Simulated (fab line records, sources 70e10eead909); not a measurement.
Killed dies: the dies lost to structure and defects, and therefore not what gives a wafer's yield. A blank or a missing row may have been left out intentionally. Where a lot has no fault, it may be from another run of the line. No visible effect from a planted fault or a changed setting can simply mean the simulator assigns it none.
fab line records	flow nandHarc
record lots=6	wafers=18	lastDay=35
route steps=1302 shown A_BONDPAD@1232 HYBRID_BOND@1237 THIN_TSV@1244 END@1302
lots with no fault: from the same line, run without faults
startH: start of the lot's first displayed wafer, in hours after the record's first day	waitH: hours elapsed since this lot's preceding step	" same as the row above	L1.1+2: several wafers, shown together as one row	- no value, or no start was given	* or withheld: withheld	< > ~ a bound
route shown NAME@n: names a module that has steps shown in the file, with the first one's number in the route	usual: average and standard deviation across the fault-free wafers	same: alike in all rows	chamber/n: place in a boat	sites: each site's reading	_std_site: their standard deviation	_edge_site: the outer-site mean with the inner-site mean subtracted	radiusMm: for every site, how far away it sits from the centre of the wafer	mask NAME#n: copy n	behind: the most recent tool/chamber to have shaped the wafer	hold: cause of the lot's hold/its duration in hours/its outcome	device: the n, p or np transistor that did not switch	end of line: the tests these same wafers got at the end of their route	a step given without rows: its recipe and nothing more	killed: count of dies lost to structure and defects at first sort (not the wafer's yield)	map: a wafer's dies, marking killed ones x, the rest . and places with no die _
set.NAME: the run value of the setting; set.NAME@STEP: its run value at that earlier step	model.NAME: the simulator's own value behind a step, which no gauge read
certain route steps with their lots: each step a table, each wafer a row
services: the hour from which a tool's chamber was out of use, counted from the record's first day as startH (under 0 if before that day), plus the number of hours and why
## steps
# step NHARC_A_BONDPAD_THK_MEAS_20
# recipe thkMeasGauge=xrf
# usual thkNm=170.1/1.4
lot.wafer	tool	chamber	startH	waitH	thkNm
L854.1	filmMetro-01	-	553.45	-	170.6
L854.3	"	-	"	"	167.1
L854.4	"	-	"	"	170.2
L860.3	filmMetro-02	-	599.40	-	169.8
L860.4	"	-	"	"	170.7
L860.6	"	-	"	"	170.9
L869.2	filmMetro-01	-	683.54	-	171.8
L869.3	"	-	"	"	168.5
L869.4	"	-	"	"	168.7
L870.1	filmMetro-01	-	689.40	-	166.9
L870.4	"	-	"	"	169.5
L870.5	"	-	"	"	170.3
L875.1	filmMetro-02	-	767.78	-	166.7
L875.2	"	-	"	"	169.7
L875.4	"	-	"	"	171.5
L877.1	filmMetro-02	-	771.41	-	170.8
L877.5	"	-	"	"	168.9
L877.6	"	-	"	"	171.4
# step NHARC_A_BONDPAD_SRD_21
# recipe timeS=30	tempC=23	dryTimeS=20	spinRpm=1500
# step NHARC_A_BONDPAD_INSPECT_23
# usual rawDefectCount=558/140
lot.wafer	tool	chamber	startH	waitH	rawDefectCount
L854.1	defectInspect-01	-	553.69	0.0	510
L854.3	"	-	"	"	600
L854.4	"	-	"	"	610
L860.3	defectInspect-01	-	599.61	0.0	670
L860.4	"	-	"	"	748
L860.6	"	-	"	"	519
L869.2	defectInspect-01	-	683.77	0.0	405
L869.3	"	-	"	"	437
L869.4	"	-	"	"	430
L870.1	defectInspect-02	-	689.62	0.0	456
L870.4	"	-	"	"	547
L870.5	"	-	"	"	577
L875.1	defectInspect-02	-	767.99	0.0	478
L875.2	"	-	"	"	374
L875.4	"	-	"	"	621
L877.1	defectInspect-01	-	771.61	0.0	596
L877.5	"	-	"	"	724
L877.6	"	-	"	"	599
# step NHARC_HYBRID_BOND_ACTIVATE_00
# recipe timeS=60	n2FlowSccm=200	arFlowSccm=0	biasPowerW=0	chemistry=N2
# usual drypumpMotorCurrentA=6.0/0.44	oesProductAu=1.002/0.0095	rfVppV=64.0/0.86	showerheadPlenumPTorr=1.73/0.054
lot.wafer	tool	chamber	startH	waitH	drypumpMotorCurrentA	oesProductAu	rfHoursCounterH	rfVppV	showerheadPlenumPTorr
L854.3	rieDiel-01	1	553.75	0.1	6.1	1.007	38	64.0	1.74
L854.1	"	2	"	"	6.2	1.004	45	63.8	1.72
L854.4	"	0	"	"	6.7	1.010	48	64.3	1.65
L860.3	rieDiel-04	3	599.69	0.1	6.6	0.995	21	65.2	1.90
L860.4	"	1	"	"	5.6	1.006	15	62.8	1.70
L860.6	"	3	"	"	6.6	0.989	-	64.5	1.90
L869.3	rieDiel-07	0	683.83	0.1	6.0	1.003	1	64.6	1.78
L869.4	"	1	"	"	5.9	1.003	1	63.6	1.70
L869.2	"	3	"	"	6.4	0.992	2	63.6	1.71
L870.4	rieDiel-07	1	689.70	0.1	6.0	1.006	2	64.5	1.70
L870.1	"	3	"	"	6.4	0.989	2	64.4	1.71
L870.5	"	1	"	"	5.9	0.996	-	64.0	1.70
L875.1	rieDiel-07	2	768.05	0.1	5.3	1.014	7	63.1	1.68
L875.4	"	3	"	"	6.4	1.004	9	62.8	1.71
L875.2	"	1	"	"	6.0	1.001	7	65.5	1.70
L877.1	rieDiel-04	1	771.69	0.1	5.6	1.005	15	62.8	1.69
L877.6	"	3	"	"	6.5	0.986	-	65.0	1.88
L877.5	"	0	"	"	5.5	0.985	-	62.2	1.70
# step NHARC_HYBRID_BOND_PRECLEAN_01
# recipe timeS=300	tempC=23	chemistry=DIW
# step NHARC_HYBRID_BOND_SRD_02
# recipe timeS=30	tempC=23	dryTimeS=20	spinRpm=1500
# step NHARC_HYBRID_BOND_BOND_03
# recipe tempC=25
# step NHARC_HYBRID_BOND_ANNEAL_04
# recipe tempC=300	timeS=7200	rampUpCPerMin=5	rampDownCPerMin=3	idleTempC=100	pressureAtm=1
# step NHARC_HYBRID_BOND_OVL_MEAS_05
# usual overlayXNm=-1/34	overlayYNm=0/32
lot.wafer	tool	chamber	startH	waitH	overlayXNm	overlayYNm
L854.1	overlay-01	-	560.74	0.4	-31	-16
L854.3	"	-	"	"	49	-2
L854.4	"	-	"	"	17	-61
L860.3	overlay-02	-	609.11	0.4	-38	-29
L860.4	"	-	"	"	3	22
L860.6	"	-	"	"	12	23
L869.2	overlay-02	-	695.26	0.4	-7	-29
L869.3	"	-	"	"	32	35
L869.4	"	-	"	"	4	-9
L870.1	overlay-02	-	699.15	0.4	-27	57
L870.4	"	-	"	"	6	47
L870.5	"	-	"	"	-21	-10
L875.1	overlay-02	-	777.46	0.4	-5	28
L875.2	"	-	"	"	-20	-6
L875.4	"	-	"	"	23	32
L877.1	overlay-01	-	781.75	0.4	3	28
L877.5	"	-	"	"	-32	17
L877.6	"	-	"	"	-19	21
# step NHARC_HYBRID_BOND_INSPECT_06
# recipe inspectInstrument=irVoid
# usual rawDefectCount=93/44
lot.wafer	tool	chamber	startH	waitH	rawDefectCount
L854.1	defectInspect-02	-	560.79	0.0	98
L854.3	"	-	"	"	84
L854.4	"	-	"	"	70
L860.3	defectInspect-01	-	609.16	0.1	130
L860.4	"	-	"	"	138
L860.6	"	-	"	"	141
L869.2	defectInspect-02	-	695.31	0.1	105
L869.3	"	-	"	"	113
L869.4	"	-	"	"	119
L870.1	defectInspect-02	-	699.20	0.0	73
L870.4	"	-	"	"	87
L870.5	"	-	"	"	69
L875.1	defectInspect-02	-	777.51	0.0	35
L875.2	"	-	"	"	44
L875.4	"	-	"	"	55
L877.1	defectInspect-02	-	781.80	0.0	184
L877.5	"	-	"	"	151
L877.6	"	-	"	"	152
# step NHARC_THIN_TSV_GRIND_00
# recipe targetThkUm=6
# usual motorCurrentA=12.000/0.022
lot.wafer	tool	chamber	startH	waitH	motorCurrentA
L854.1	grinder-01	0	560.94	0.1	11.977
L854.3	"	0	"	"	11.993
L854.4	"	0	"	"	12.000
L860.3	grinder-01	0	609.70	0.5	11.994
L860.4	"	0	"	"	12.015
L860.6	"	0	"	"	12.001
L869.2	grinder-01	0	695.66	0.3	12.010
L869.3	"	0	"	"	12.025
L869.4	"	0	"	"	11.982
L870.1	grinder-01	0	699.35	0.1	12.028
L870.4	"	0	"	"	11.983
L870.5	"	0	"	"	11.941
L875.1	grinder-01	0	806.06	28.5	11.969
L875.2	"	0	"	"	12.008
L875.4	"	0	"	"	12.013
L877.1	grinder-01	0	807.27	25.5	12.005
L877.5	"	0	"	"	12.044
L877.6	"	0	"	"	11.988
# step NHARC_THIN_TSV_CMP_01
# recipe targetThkUm=3
# step NHARC_THIN_TSV_SRD_03
# step NHARC_THIN_TSV_PRECLEAN_41
# recipe timeS=*	tempC=50	bathAgeMin=0	chemistry=SC1
# step NHARC_THIN_TSV_SRD_42
# step NHARC_THIN_TSV_DEP_43
# recipe targetThkA=13285	tempC=withheld	pressureTorr=6.5	rfW=900	teosFlowSccm=161.4	flowSccm=2650	targetThkNm=1328.5	gas=O2	material=SiO2
# step NHARC_THIN_TSV_DEHYDRATE_04
# recipe tempC=150	timeS=120
# step NHARC_THIN_TSV_HMDS_05
# recipe timeS=30
# step NHARC_THIN_TSV_COAT_06
# recipe spinRpm=*
# step NHARC_THIN_TSV_SOFTBAKE_07
# recipe tempC=122	timeS=95
# step NHARC_THIN_TSV_EBR_08
# step NHARC_THIN_TSV_EXPOSE_09
# recipe na=0.55	doseMj=30.7	maskId=TSV
# step NHARC_THIN_TSV_PEB_10
# recipe pebTempC=118	pebTimeS=85
# step NHARC_THIN_TSV_DEVELOP_11
# recipe timeS=70
# step NHARC_THIN_TSV_CD_MEAS_12
# recipe targetCdNm=1000	landingEnergyEv=500
# usual cdNm=1000.5/1.7
# same landingEnergyEv=500
lot.wafer	tool	chamber	startH	waitH	cdNm
L854.1	cdSem-03	0	563.47	-	1003.7
L854.3	"	0	"	"	1003.6
L854.4	"	0	"	"	1003.7
L860.3	cdSem-01	0	611.84	-	998.8
L860.4	"	0	"	"	998.7
L860.6	"	0	"	"	997.1
L869.2	cdSem-03	0	697.88	-	1002.2
L869.3	"	0	"	"	1000.2
L869.4	"	0	"	"	1002.6
L870.1	cdSem-01	0	701.78	-	1000.2
L870.4	"	0	"	"	998.0
L870.5	"	0	"	"	998.2
L875.1	cdSem-02	0	808.63	-	1001.6
L875.2	"	0	"	"	999.6
L875.4	"	0	"	"	998.8
L877.1	cdSem-03	0	809.96	-	1001.1
L877.5	"	0	"	"	1000.5
L877.6	"	0	"	"	999.8
# step NHARC_THIN_TSV_HARDBAKE_13
# recipe tempC=125	timeS=80
# step NHARC_THIN_TSV_DESCUM_14
# recipe timeS=3	o2FlowSccm=200	arFlowSccm=0	biasPowerW=0	chemistry=O2
# usual chamberPressureMTorr=60.00/0.057	drypumpMotorCurrentA=5.5/0.37	oesProductAu=0.999/0.0083	rfVppV=57.8/0.89	showerheadPlenumPTorr=1.91/0.11	throttleValvePct=11.312/0.0087
lot.wafer	tool	chamber	startH	waitH	chamberPressureMTorr	drypumpMotorCurrentA	oesProductAu	rfHoursCounterH	rfVppV	showerheadPlenumPTorr	throttleValvePct
L854.3	rieDiel-13	3	563.63	-	60.01	6.2	0.997	2.2	56.8	1.78	11.299
L854.4	"	0	"	"	59.96	5.5	1.002	1.6	57.0	1.85	11.312
L854.1	"	1	"	"	59.87	5.4	0.998	2.2	59.2	1.79	11.321
L860.4	rieDiel-02	2	612.00	-	60.06	5.7	1.009	1.2	59.6	2.03	11.324
L860.3	"	3	"	"	60.01	5.8	1.004	1.4	59.0	2.06	11.304
L860.6	"	1	"	"	60.13	5.2	0.987	-	56.9	1.99	11.306
L869.4	rieDiel-03	0	698.03	-	60.05	5.3	1.001	2.7	57.6	1.77	11.322
L869.2	"	1	"	"	59.94	6.1	1.002	2.9	57.5	1.99	11.305
L869.3	"	2	"	"	60.05	5.5	1.005	2.9	57.4	1.84	11.311
L870.4	rieDiel-03	2	701.94	-	60.03	5.5	0.996	3.4	56.9	1.84	11.318
L870.1	"	3	"	"	59.92	5.8	1.005	3.0	57.0	1.78	11.319
L870.5	"	1	"	"	59.91	6.1	1.001	-	57.7	1.99	11.317
L875.1	rieDiel-13	2	808.78	-	60.03	5.0	0.997	4.8	57.7	1.81	11.320
L875.2	"	0	"	"	59.95	5.5	0.992	5.7	57.0	1.84	11.328
L875.4	"	0	"	"	59.97	5.5	1.009	-	57.4	1.84	11.321
L877.1	rieDiel-03	1	810.13	-	60.03	6.1	0.992	7.4	59.6	1.98	11.311
L877.5	"	3	"	"	59.90	5.8	1.007	-	56.8	1.78	11.325
L877.6	"	0	"	"	59.96	5.3	0.998	-	58.0	1.77	11.300
# step NHARC_THIN_TSV_ETCH_44
# recipe targetDepthA=15942	timeS=797.1	cf4FlowSccm=150	o2FlowSccm=10	arFlowSccm=0	rfW=300	biasW=800	chemistry=CF4/O2
# step NHARC_THIN_TSV_ETCH_15
# recipe targetDepthA=30000	boschTargetOveretchCycles=2	boschEtchStepS=2.8	boschDepStepS=1.2	boschCycles=14
# usual drypumpMotorCurrentA=5.8/0.53
# same boschEtchStepS=2.8
lot.wafer	tool	chamber	startH	waitH	drypumpMotorCurrentA	rfHoursCounterH
L854.1	rieSi-05	0	564.29	-	5.3	0.46
L854.3	"	1	"	"	6.8	0.34
L854.4	"	3	"	"	5.6	0.50
L860.4	rieSi-06	1	612.66	-	4.8	0
L860.3	"	2	"	"	5.8	0
L860.6	"	1	"	"	4.8	-
L869.2	rieSi-05	0	698.70	-	5.3	0.22
L869.3	"	1	"	"	6.8	0.21
L869.4	"	2	"	"	5.4	0.15
L870.1	rieSi-05	1	702.60	-	6.9	0.23
L870.4	"	2	"	"	5.4	0.18
L870.5	"	1	"	"	6.9	-
L875.1	rieSi-01	0	809.58	-	6.1	0.40
L875.4	"	1	"	"	6.1	0.42
L875.2	"	3	"	"	5.9	0.36
L877.1	rieSi-06	3	810.77	-	6.3	0.10
L877.6	"	3	"	"	6.3	-
L877.5	"	0	"	"	6.0	-
# step NHARC_THIN_TSV_CD_MEAS_16
# usual cdNm=1000.5/1.8
lot.wafer	tool	chamber	startH	waitH	cdNm
L854.1	cdSem-01	-	564.44	0.1	1003.6
L854.3	"	-	"	"	1003.1
L854.4	"	-	"	"	1003.1
L860.3	cdSem-01	-	612.79	0.1	998.7
L860.4	"	-	"	"	997.5
L860.6	"	-	"	"	996.8
L869.2	cdSem-02	-	698.84	0.1	1001.6
L869.3	"	-	"	"	1000.2
L869.4	"	-	"	"	1001.5
L870.1	cdSem-01	-	702.74	0.1	1001.0
L870.4	"	-	"	"	997.3
L870.5	"	-	"	"	997.2
L875.1	cdSem-02	-	809.72	0.1	1001.2
L875.2	"	-	"	"	1000.7
L875.4	"	-	"	"	999.1
L877.1	cdSem-01	-	810.93	0.1	999.8
L877.5	"	-	"	"	1000.3
L877.6	"	-	"	"	999.1
# step NHARC_THIN_TSV_STRIP_45
# recipe powerW=1500	tempC=250	chemistry=O2
# step NHARC_THIN_TSV_STRIP_46
# recipe timeS=1200	tempC=72.5	chemistry=postEtchResidueRemover
# step NHARC_THIN_TSV_DEP_47
# recipe targetThkA=2000	tempC=withheld	pressureTorr=6.5	rfW=900	teosFlowSccm=161.4	flowSccm=2650	targetThkNm=200	gas=O2	material=SiO2
# step NHARC_THIN_TSV_ETCHBACK_48
# recipe targetDepthA=10285	overEtchFrac=0.3	timeS=405.17	ionEnergyEv=250	c4f8FlowSccm=withheld	arFlowSccm=withheld	rfW=600	biasW=300	chemistry=C4F8/Ar
# usual chamberPressureMTorr=24.999/0.022	oesProductAu=0.931/0.02	rfVppV=547/4.1
# same overEtchFrac=0.3
lot.wafer	tool	chamber	startH	waitH	chamberPressureMTorr	oesProductAu	rfHoursCounterH	rfVppV
L854.1	rieDiel-13	0	565.71	-	24.988	0.929	2.1	544
L854.3	"	1	"	"	25.007	0.925	2.7	542
L854.4	"	2	"	"	25.019	0.939	2.8	543
L860.3	rieDiel-13	2	614.16	-	24.982	0.942	6.6	542
L860.4	"	3	"	"	24.990	0.929	-	542
L860.6	"	0	"	"	25.012	0.933	-	545
L869.2	rieDiel-02	3	700.11	-	25.033	0.923	7.5	552
L869.3	"	0	"	"	25.000	0.901	7.7	550
L869.4	"	1	"	"	24.992	0.917	7.4	551
L870.1	rieDiel-02	3	704.02	-	24.987	0.935	7.8	551
L870.4	"	1	"	"	25.026	0.927	7.6	548
L870.5	"	0	"	"	24.981	0.912	-	549
L875.2	rieDiel-13	1	811.14	0.4	24.992	0.945	6.1	543
L875.1	"	0	"	"	25.055	0.965	6.4	546
L875.4	"	2	"	"	24.952	0.958	-	544
L877.1	rieDiel-02	0	812.21	-	24.949	0.912	2.3	550
L877.5	"	0	"	"	24.984	0.911	-	550
L877.6	"	1	"	"	24.991	0.910	-	550
# step NHARC_THIN_TSV_STRIP_62
# recipe powerW=1500	tempC=250	timeS=20	chemistry=N2/H2
# step NHARC_THIN_TSV_DEGAS_49
# recipe tempC=300	timeS=120
# usual heaterPowerW=469/51
lot.wafer	tool	chamber	startH	waitH	heaterPowerW
L854.4	pvdSputter-03	-	566.25	0.1	458
L854.3	"	-	"	"	512
L854.1	"	-	"	"	432
L860.4	pvdSputter-01	-	614.67	0.1	383
L860.3	"	-	"	"	460
L860.6	"	-	"	"	536
L869.2	pvdSputter-01	-	700.90	0.1	527
L869.3	"	-	"	"	458
L869.4	"	-	"	"	420
L870.4	pvdSputter-02	-	704.76	0.1	548
L870.1	"	-	"	"	486
L870.5	"	-	"	"	508
L875.1	pvdSputter-01	-	811.75	0.1	386
L875.2	"	-	"	"	474
L875.4	"	-	"	"	555
L877.1	pvdSputter-03	-	812.75	0.1	446
L877.5	"	-	"	"	511
L877.6	"	-	"	"	452
# step NHARC_THIN_TSV_PRE_CLEAN_50
# recipe timeS=30	tempC=280	gas=H2/He
# step NHARC_THIN_TSV_PVD_19
# recipe targetThkA=200	chamberPressurePa=5	material=TaN
# step NHARC_THIN_TSV_PVD_51
# recipe targetThkA=1000	chamberPressurePa=5	material=Cu
# step NHARC_END_SORT_01
# recipe tempC=25
# usual defectLimitedYield=90/3.4	killedAtArray=62/22	killedAtOther=1.0/1.4	killedAtPeriphery=4.2/2.8	killedDies=67/23	killedOpen=3.1/1.7	killedShort=2.1/1.5
# same grossDies=677
lot.wafer	tool	chamber	startH	waitH	defectLimitedYield[%]	killedAtArray	killedAtOther	killedAtPeriphery	killedDies	killedOpen	killedShort
L854.1	prober-02	0	580.10	2.5	91	51	1	9	61	0	3
L854.3	prober-02	0	581.68	3.1	91	55	0	5	60	4	1
L854.4	prober-02	0	582.47	3.4	93	44	0	5	49	4	0
L860.3	prober-02	0	630.12	3.1	87	83	5	3	91	8	1
L860.4	prober-02	0	630.93	3.4	86	85	2	5	92	2	0
L860.6	prober-02	0	632.55	4.0	84	108	1	0	109	4	1
L869.2	prober-01	0	715.04	2.8	0	68	601	8	677	2	3
L869.3	prober-01	0	715.83	3.1	0	72	603	2	677	3	3
L869.4	prober-01	0	716.63	3.4	0	82	593	2	677	4	3
L870.1	prober-02	0	717.66	2.5	0	48	620	9	677	6	1
L870.4	prober-02	0	720.03	3.4	0	47	620	10	677	1	2
L870.5	prober-02	0	720.81	3.7	0	44	624	9	677	1	2
# killed by level:class
L854.1 A_CHANNEL_HOLE_D2:chamberFilmFlake=30 A_CONTACT:chamberFilmFlake=8 P_M1:chamberFilmFlake=5 A_STAIRCASE:chamberFilmFlake=5 A_CHANNEL_HOLE_D1:chamberFilmFlake=4 P_GATE:chamberFilmFlake=3 A_ONON_D1:geometricParticle:short=1 A_CHANNEL_FILL_D2:geometricParticle:short=1
L854.3 A_CHANNEL_HOLE_D2:chamberFilmFlake=32 A_CONTACT:chamberFilmFlake=11 P_M1:chamberFilmFlake=3 A_CHANNEL_HOLE_D1:chamberFilmFlake=2 A_DECK1_JOINT:chamberFilmFlake=2 A_CHANNEL_FILL_D1:geometricParticle:open=1 A_CHANNEL_FILL_D2:geometricParticle:open=1 A_CHANNEL_FILL_D2:geometricParticle:short=1
L854.4 A_CHANNEL_HOLE_D2:chamberFilmFlake=34 P_GATE:chamberFilmFlake=2 A_CHANNEL_FILL_D2:chamberFilmFlake=2 A_CONTACT:chamberFilmFlake=2 P_M0:geometricParticle:open=1 A_CHANNEL_HOLE_D2:geometricParticle:open=1 A_M0:geometricParticle:open=1 A_BONDPAD:geometricParticle:open=1
L860.3 A_CHANNEL_HOLE_D1:chamberFilmFlake=32 A_SLIT:chamberFilmFlake=21 A_CHANNEL_HOLE_D2:chamberFilmFlake=7 A_WL_FILL:chamberFilmFlake=4 THIN_TSV:chamberFilmFlake=4 A_STAIRCASE:chamberFilmFlake=3 A_ZERO_WELL:chamberFilmFlake=3 A_CHANNEL_FILL_D1:chamberFilmFlake=3
L860.4 A_CHANNEL_HOLE_D1:chamberFilmFlake=35 A_SLIT:chamberFilmFlake=29 A_CHANNEL_HOLE_D2:chamberFilmFlake=6 A_WL_FILL:chamberFilmFlake=6 P_ZERO_WELL:chamberFilmFlake=3 A_CHANNEL_FILL_D1:chamberFilmFlake=3 A_STAIRCASE:chamberFilmFlake=3 A_DECK1_JOINT:chamberFilmFlake=2
L860.6 A_SLIT:chamberFilmFlake=36 A_CHANNEL_HOLE_D1:chamberFilmFlake=34 A_CHANNEL_HOLE_D2:chamberFilmFlake=16 A_STAIRCASE:chamberFilmFlake=12 A_ZERO_WELL:chamberFilmFlake=2 A_ONON_D1:geometricParticle:open=1 A_CHANNEL_FILL_D1:geometricParticle:short=1 A_STAIRCASE:geometricParticle:open=1
L869.2 THIN_TSV:areaCmp=600 A_SLIT:chamberFilmFlake=31 A_CHANNEL_HOLE_D1:chamberFilmFlake=25 A_CONTACT:chamberFilmFlake=6 P_BONDPAD:chamberFilmFlake=4 P_GATE:geometricParticle:short=1 P_CONTACT:geometricParticle:open=1 P_M0:geometricParticle:open=1
L869.3 THIN_TSV:areaCmp=602 A_CHANNEL_HOLE_D1:chamberFilmFlake=28 A_SLIT:chamberFilmFlake=28 A_CONTACT:chamberFilmFlake=7 A_CHANNEL_FILL_D1:geometricParticle:short=2 A_DECK1_JOINT:chamberFilmFlake=2 A_WL_FILL:chamberFilmFlake=2 P_GATE:geometricParticle:open=1
L869.4 THIN_TSV:areaCmp=593 A_SLIT:chamberFilmFlake=38 A_CHANNEL_HOLE_D1:chamberFilmFlake=30 A_STAIRCASE:chamberFilmFlake=3 A_CONTACT:chamberFilmFlake=3 A_M0:geometricParticle:open=2 P_BONDPAD:chamberFilmFlake=2 A_ONON_D1:geometricParticle:short=1
L870.1 THIN_TSV:areaCmp=617 A_CHANNEL_HOLE_D1:chamberFilmFlake=28 P_CONTACT:chamberFilmFlake=5 P_GATE:chamberFilmFlake=4 A_CONTACT:chamberFilmFlake=4 A_STAIRCASE:chamberFilmFlake=3 A_SLIT:chamberFilmFlake=3 THIN_TSV:chamberFilmFlake=3
L870.4 THIN_TSV:areaCmp=620 A_CHANNEL_HOLE_D1:chamberFilmFlake=32 A_CONTACT:chamberFilmFlake=7 P_CONTACT:chamberFilmFlake=6 P_GATE:chamberFilmFlake=3 A_STAIRCASE:chamberFilmFlake=2 P_CONTACT:geometricParticle:open=1 A_SGD_CUT:geometricParticle:short=1
L870.5 THIN_TSV:areaCmp=622 A_CHANNEL_HOLE_D1:chamberFilmFlake=25 A_CONTACT:chamberFilmFlake=10 P_GATE:chamberFilmFlake=4 A_SLIT:chamberFilmFlake=3 P_STI:chamberFilmFlake=2 THIN_TSV:chamberFilmFlake=2 P_CONTACT:chamberFilmFlake=2
# map L869.2 (x killed, . not)
____________x____________
_________xxxxxxx_________
_______xxxxxxxxxxx_______
______xxxxxxxxxxxxx______
_____xxxxxxxxxxxxxxx_____
____xxxxxxxxxxxxxxxxx____
____xxxxxxxxxxxxxxxxx____
___xxxxxxxxxxxxxxxxxxx___
___xxxxxxxxxxxxxxxxxxx___
__xxxxxxxxxxxxxxxxxxxxx__
__xxxxxxxxxxxxxxxxxxxxx__
_xxxxxxxxxxxxxxxxxxxxxxx_
_xxxxxxxxxxxxxxxxxxxxxxx_
_xxxxxxxxxxxxxxxxxxxxxxx_
_xxxxxxxxxxxxxxxxxxxxxxx_
_xxxxxxxxxxxxxxxxxxxxxxx_
xxxxxxxxxxxxxxxxxxxxxxxxx
xxxxxxxxxxxxxxxxxxxxxxxxx
xxxxxxxxxxxxxxxxxxxxxxxxx
xxxxxxxxxxxxxxxxxxxxxxxxx
xxxxxxxxxxxxxxxxxxxxxxxxx
_xxxxxxxxxxxxxxxxxxxxxxx_
_xxxxxxxxxxxxxxxxxxxxxxx_
_xxxxxxxxxxxxxxxxxxxxxxx_
_xxxxxxxxxxxxxxxxxxxxxxx_
_xxxxxxxxxxxxxxxxxxxxxxx_
__xxxxxxxxxxxxxxxxxxxxx__
__xxxxxxxxxxxxxxxxxxxxx__
___xxxxxxxxxxxxxxxxxxx___
___xxxxxxxxxxxxxxxxxxx___
____xxxxxxxxxxxxxxxxx____
____xxxxxxxxxxxxxxxxx____
_____xxxxxxxxxxxxxxx_____
______xxxxxxxxxxxxx______
_______xxxxxxxxxxx_______
_________xxxxxxx_________
____________x____________
# map L870.1 (x killed, . not)
____________x____________
_________xxxxxxx_________
_______xxxxxxxxxxx_______
______xxxxxxxxxxxxx______
_____xxxxxxxxxxxxxxx_____
____xxxxxxxxxxxxxxxxx____
____xxxxxxxxxxxxxxxxx____
___xxxxxxxxxxxxxxxxxxx___
___xxxxxxxxxxxxxxxxxxx___
__xxxxxxxxxxxxxxxxxxxxx__
__xxxxxxxxxxxxxxxxxxxxx__
_xxxxxxxxxxxxxxxxxxxxxxx_
_xxxxxxxxxxxxxxxxxxxxxxx_
_xxxxxxxxxxxxxxxxxxxxxxx_
_xxxxxxxxxxxxxxxxxxxxxxx_
_xxxxxxxxxxxxxxxxxxxxxxx_
xxxxxxxxxxxxxxxxxxxxxxxxx
xxxxxxxxxxxxxxxxxxxxxxxxx
xxxxxxxxxxxxxxxxxxxxxxxxx
xxxxxxxxxxxxxxxxxxxxxxxxx
xxxxxxxxxxxxxxxxxxxxxxxxx
_xxxxxxxxxxxxxxxxxxxxxxx_
_xxxxxxxxxxxxxxxxxxxxxxx_
_xxxxxxxxxxxxxxxxxxxxxxx_
_xxxxxxxxxxxxxxxxxxxxxxx_
_xxxxxxxxxxxxxxxxxxxxxxx_
__xxxxxxxxxxxxxxxxxxxxx__
__xxxxxxxxxxxxxxxxxxxxx__
___xxxxxxxxxxxxxxxxxxx___
___xxxxxxxxxxxxxxxxxxx___
____xxxxxxxxxxxxxxxxx____
____xxxxxxxxxxxxxxxxx____
_____xxxxxxxxxxxxxxx_____
______xxxxxxxxxxxxx______
_______xxxxxxxxxxx_______
_________xxxxxxx_________
____________x____________
## services
tool	chamber	startH	hours	kind
pvdSputter-01	-	531.01	2.9	repair
rieDiel-02	1	541.87	8.5	repair
grinder-01	-	542.47	3.8	repair
rieDiel-13	0	547.53	12.4	repair
rieDiel-02	3	548.17	3.1	repair
rieDiel-02	-	548.86	0.5	repair
rieDiel-13	2	549.59	6.3	repair
rieDiel-02	-	570.76	9.0	pm
pvdSputter-01	-	582.06	10.0	pm
rieDiel-03	1	593.15	6.6	repair
rieDiel-03	1	605.08	8.9	repair
rieDiel-13	1	610.55	9.0	repair
rieDiel-02	1	623.55	5.7	repair
rieDiel-02	2	642.31	16.2	repair
rieDiel-13	-	696.00	9.0	pm
rieDiel-13	2	708.44	4.5	repair
rieDiel-02	-	727.16	1.3	repair
grinder-01	-	736.00	8.0	pm
rieDiel-02	-	747.76	9.0	pm
rieDiel-02	3	769.33	23.3	repair
grinder-01	-	775.83	30.2	repair
rieDiel-02	-	784.48	0.3	repair
rieDiel-13	3	799.97	14.9	repair
rieDiel-02	2	807.49	3.6	repair
## key
firstSign step=NHARC_END_SORT_01	reading=killedAtOther	direction=up	sigmas=99+	usual=1.0	struck=610.2
effect step=NHARC_END_SORT_01	reading=defectLimitedYield	direction=down	sigmas=27	usual=90	struck=0
moreKillsBornAt NHARC_THIN_TSV_CMP_01@cmp-01=3654
metAt NHARC_THIN_TSV_GRIND_00
struckWafers L869.2,L869.3,L869.4,L870.1,L870.4,L870.5
laterRowsLeftOut L869.2,L869.3,L869.4,L870.1,L870.4,L870.5
onsetBetween 609.70 695.66
fault kind=processParameterDrift	tool=grinder-01	chamber=-	onsetH=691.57	steps=NHARC_THIN_TSV_GRIND_00	channel=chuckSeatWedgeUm	offset=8	shape=step	endH=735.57
# laterRowsLeftOut: the simulator's readings of these wafers behind a module that went badly wrong aren't trusted and aren't shown, but for the sort
